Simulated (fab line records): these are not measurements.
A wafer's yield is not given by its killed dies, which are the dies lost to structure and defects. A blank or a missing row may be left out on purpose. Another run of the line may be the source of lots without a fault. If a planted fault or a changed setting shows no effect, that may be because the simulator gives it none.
Chamber matching -- flow n5_finfet -- 4 sister chambers for N5_HKMG_FIN_ALD_21 on ald_metal-01
The step deposits TiN, target thk 1.5 nm, pulse time 1 s, purge time 3 s. 8 wafers are shown with their chamber, then 7 later ones without.

== WAFERS PAIRED WITH THEIR CHAMBERS ==
wafer,chamber,heater_power_w (W),heater_power_outer_w (W)
L084.6,1,929,608
L085.3,0,860,538
L085.5,0,851,525
L091.3,3,807,497
L091.5,3,821,515
L091.6,2,966,666
L093.2,2,951,606
L093.4,1,940,599

== WAFERS WITHOUT THEIR CHAMBER ==
wafer,heater_power_w (W),heater_power_outer_w (W)
L093.6,909,602
L096.1,928,628
L096.4,836,502
L096.5,921,612
L097.1,821,511
L097.3,964,656
L097.6,839,523

== CHAMBER TAKEN BY EACH ==
wafer,from the rows above,in truth
L093.6,1,1
L096.1,1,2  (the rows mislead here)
L096.4,can't be placed: 3 or 0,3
L096.5,1,1
L097.1,3,3
L097.3,2,2
L097.6,can't be placed: 0 or 3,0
Correct placement for 4 of the 7. Cannot be placed on the basis of these rows: 2; the candidates contain the true chamber in 2. Number placed wrongly: 1.
How it was worked out, from the rows above alone: a wafer's distance from a chamber is the root of the sum, over the readings, of the square of ((its reading less the chamber's mean) divided by the reading's scatter). If the next closest chamber is less than 2 further off than the closest, the wafer can't be placed; otherwise it belongs to the closest. The mean given for a chamber averages the wafers shown for that chamber. The scatter: the root of (the sum of the squares of (reading less its chamber's mean) over the shown wafers, divided by (wafers less chambers)).
